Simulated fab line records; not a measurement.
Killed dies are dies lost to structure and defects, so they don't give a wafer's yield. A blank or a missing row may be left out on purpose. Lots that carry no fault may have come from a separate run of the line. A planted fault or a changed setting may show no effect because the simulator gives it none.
Struck lot and sound lot, side by side -- flow n5Finfet -- 44 steps out of a route of 1938
Sound: these wafers, L814.2, L814.4, L814.5. The struck wafers were L826.1, L826.6. At the end, the cause is stated.
Order at every step that has rows: each side's tool, ch and its chambers, its first start. Under that, the readings that differ: sound wafers -- struck wafers -- difference of the means -- sigmas: that difference in standard deviations of wafers without a fault.
alike: readings whose means differ by less than 2 such deviations, and words and numbers that are the same on both sides. not compared: withheld readings, readings that some wafer has no value for, bounds like >300 that may hide the same value, and numbers for which the record gives no deviation and whose values overlap.
The two part at a step that has a row with sigmas, a row that says differs or no value, or rows on one side only. Non-overlapping numbers with no deviation appear without sigmas and do not part them. Lack of a reading on every wafer of one side parts them only where that side has two or more wafers.

first, 6 steps without rows for these wafers: N5_BEOL_M3_COAT_05 (resist thk 30 nm); N5_BEOL_M3_EBR_07; N5_BEOL_M3_SOFTBAKE_06 (time 60 s); N5_BEOL_M3_EXPOSE_08 (exposes mask M3); N5_BEOL_M3_PEB_09 (peb time 60 s); N5_BEOL_M3_DEVELOP_10 (develop time 30 s).
N5_BEOL_M3_CD_MEAS_11: the cd target is 17.05 nm.
  sound on cdSem-01 ch 0, day 9 02:06; struck on cdSem-03 ch 0, day 11 14:28
  alike: cdNm
N5_BEOL_M3_OVL_MEAS_12:
  sound on overlay-02 ch 0, day 9 02:08; struck on overlay-02 ch 0, day 11 14:29
  alike: M3_OVL
N5_BEOL_M3_INSPECT_13: inspects for defects (brightfield).
  sound on defectInspect-02, day 9 02:11; struck on defectInspect-02, day 11 14:33
  alike: rawDefectCount
then, 2 steps without rows for these wafers: N5_BEOL_M3_DESCUM_16 (chemistry O2, time 7 s); N5_BEOL_M3_ETCH_74 (etches underlayer in N2/H2, target depth 6.5 nm, time 5.2 s).
N5_BEOL_M3_ETCH_63: etches SiARC in CF4, target depth 15.6 nm, time 26 s.
  sound on rieDiel-03 ch 0,1,2, day 9 02:16; struck on rieDiel-05 ch 1,2, day 11 14:50
reading,sound,struck,difference,sigmas
throttleValvePct (%),15.31 15.44 15.31,16.00 16.00,+0.65,+2
  alike: biasW, drypumpMotorCurrentA, etchRfOnTimeS, oesProductAu, rfVppV, showerheadPlenumPTorr
  not compared: rfHoursCounterH
N5_BEOL_M3_ETCH_64: etches SOC in N2/H2, target depth 75 nm, overetch 15 nm, time 112.5 s.
  sound on rieDiel-03 ch 0,1,2, day 9 02:18; struck on rieDiel-05 ch 1,2, day 11 14:52
reading,sound,struck,difference,sigmas
rfVppV (V),527.8 527.0 528.8,524.5 521.2,-5.0,-2
model.SiARC_of_BEOL_M3_COAT_62.thkNm (nm),7 6.6 6.6,8.4 8.6,+1.8,
model.BEOL_M3.cdOffsetNm (nm),0.2 0.6 0.6,-0.4 -0.2,-0.8,
  alike: biasW, drypumpMotorCurrentA, oesProductAu, showerheadPlenumPTorr, throttleValvePct
  not compared: rfHoursCounterH
then, 2 steps without rows for these wafers: N5_BEOL_M3_STRIP_65 (strips in N2/H2); N5_BEOL_M3_STRIP_75 (strips in N2/H2).
N5_BEOL_M3_STRIP_66: strips in CF4.
  sound on rieDiel-03 ch 0,1,2, day 9 02:26; struck on rieDiel-05 ch 1,2, day 11 14:59
reading,sound,struck,difference,sigmas
throttleValvePct (%),13.3 13.4 13.3,14.0 14.0,+0.7,+2
  alike: biasPowerW, drypumpMotorCurrentA, oesProductAu, rfVppV, showerheadPlenumPTorr
  not compared: rfHoursCounterH
N5_BEOL_M3_HM_OPEN_17: chemistry Cl2/BCl3, target TiN, target depth 20 nm, overetch 6 nm.
  sound on rieMetal-02 ch 1, day 9 02:30; struck on rieMetal-02 ch 0, day 11 15:01
reading,sound,struck,difference,sigmas
biasW (W),126.2 126.4 126.3,125.2 125.7,-0.8,-2
mfcCl2Sccm (sccm),53.08 53.55 53.31,53.41 53.87,+0.33,+2
oesProductAu (a.u.),0.51 0.52 0.52,0.81 0.81,+0.29,+3
throttleValvePct (%),22.44 22.43 22.42,21.92 21.91,-0.52,-3
model.BEOL_M3.cdOffsetNm (nm),0.4 0.6 0.8,-0.6 -0.2,-1.0,
  alike: drypumpMotorCurrentA
  not compared: rfHoursCounterH
then, 1 step without rows for these wafers: N5_BEOL_M3_STRIP_19 (strips in O2).
N5_BEOL_M3_CD_MEAS_18: pitch 36 nm, target cd 18 nm.
  sound on cdSem-01, day 9 02:44; struck on cdSem-01, day 11 15:17
reading,sound,struck,difference,sigmas
cdNm (nm),18.3 18.8 18.6,17.5 17.7,-1.0,-3
then, 9 steps without rows for these wafers: N5_BEOL_M3_COAT_67 (time 60 s, resist thk 60 nm); N5_BEOL_M3_COAT_68 (time 60 s, resist thk 12 nm); N5_BEOL_M3_COAT_76 (time 60 s, resist thk 5 nm); N5_BEOL_M3_COAT_22 (resist thk 30 nm); N5_BEOL_M3_EBR_24; N5_BEOL_M3_SOFTBAKE_23 (time 60 s); N5_BEOL_M3_EXPOSE_25 (exposes mask V2, defocus 5 nm); N5_BEOL_M3_PEB_26 (peb time 60 s); N5_BEOL_M3_DEVELOP_27 (develop time 30 s).
N5_BEOL_M3_CD_MEAS_28: target cd 25.7 nm, target cd y 23.3 nm.
  sound on cdSem-03 ch 0, day 9 03:04; struck on cdSem-01 ch 0, day 11 15:44
  alike: cdNm
N5_BEOL_M3_OVL_MEAS_29:
  sound on overlay-02 ch 0, day 9 03:08; struck on overlay-02 ch 0, day 11 15:47
  alike: V2_OVL
N5_BEOL_M3_INSPECT_30: inspects for defects (brightfield).
  sound on defectInspect-01, day 9 03:11; struck on defectInspect-01, day 11 15:50
  alike: rawDefectCount
then, 1 step without rows for these wafers: N5_BEOL_M3_DESCUM_33 (chemistry O2, time 7 s).
N5_BEOL_M3_ETCH_77: etches underlayer in N2/H2, target depth 6.5 nm, time 5.2 s.
  sound on rieDiel-05 ch 0,1,2, day 9 03:15; struck on rieDiel-03 ch 3, day 11 16:01
  alike: biasW, drypumpMotorCurrentA, etchRfOnTimeS, oesProductAu, rfVppV, showerheadPlenumPTorr, throttleValvePct
  not compared: rfHoursCounterH
then, 1 step without rows for these wafers: N5_BEOL_M3_ETCH_69 (etches SiARC in CF4, target depth 15.6 nm, time 26 s).
N5_BEOL_M3_ALD_98: deposits SiO2, target thk 2.5 nm, pulse time 1 s, co reactant pulse time 1 s.
  sound on aldSin-04 ch 0,1,2, day 9 03:21; struck on aldSin-04 ch 1, day 11 16:23
reading,sound,struck,difference,sigmas
precursorPulseHeightRel,0.957 0.943 0.992,1.039 1.001,+0.056,+3
  alike: heaterPowerW
then, 6 steps without rows for these wafers: N5_BEOL_M3_ETCHBACK_99 (etches SiO2 in CHF3, target depth 5 nm, time 10.4 s); N5_BEOL_M3_ETCH_70 (etches SOC in N2/H2, target depth 80 nm, overetch 16 nm, time 120 s); N5_BEOL_M3_STRIP_71 (strips in N2/H2); N5_BEOL_M3_STRIP_78 (strips in N2/H2); N5_BEOL_M3_VIA_ETCH_34 (etches the open film in C4F6/O2, target depth 69.4 nm, time 65.9 s); N5_BEOL_M3_STRIP_83 (strips in C4F6/O2).
N5_BEOL_M3_STRIP_36: strips in N2/H2.
  sound on rieDiel-06 ch 0,2,3, day 9 13:36; struck on rieDiel-05 ch 2,3, day 11 21:41
  alike: biasPowerW, drypumpMotorCurrentA, oesProductAu, rfVppV, showerheadPlenumPTorr, throttleValvePct
  not compared: rfHoursCounterH
N5_BEOL_M3_OCD_MEAS_38:
  sound on ocd-01, day 9 13:47; struck on ocd-01, day 11 21:53
reading,sound,struck,difference,sigmas
trenchDepthNm (nm),55.1 57.3 55.1,49.1 47.2,-7.7,-8
N5_BEOL_M4_RC_MEAS_101:
  sound on prober-01 ch 0, day 10 01:50; struck on prober-02 ch 0, day 12 11:07
  alike: DIBL_N, DIBL_P, IOFF_N, IOFF_P, ION_N, ION_P, SS_N, SS_P, VT_N, VT_P
  not compared: CHAIN_V2_max_site, CHAIN_V3_max_site

WHERE THEY PART
Earliest at N5_BEOL_M3_ETCH_63; latest, in this record, at N5_BEOL_M3_OCD_MEAS_38. Later steps at which nothing parts them and some readings are alike: N5_BEOL_M4_RC_MEAS_101.

WHY: the cause the simulator had injected
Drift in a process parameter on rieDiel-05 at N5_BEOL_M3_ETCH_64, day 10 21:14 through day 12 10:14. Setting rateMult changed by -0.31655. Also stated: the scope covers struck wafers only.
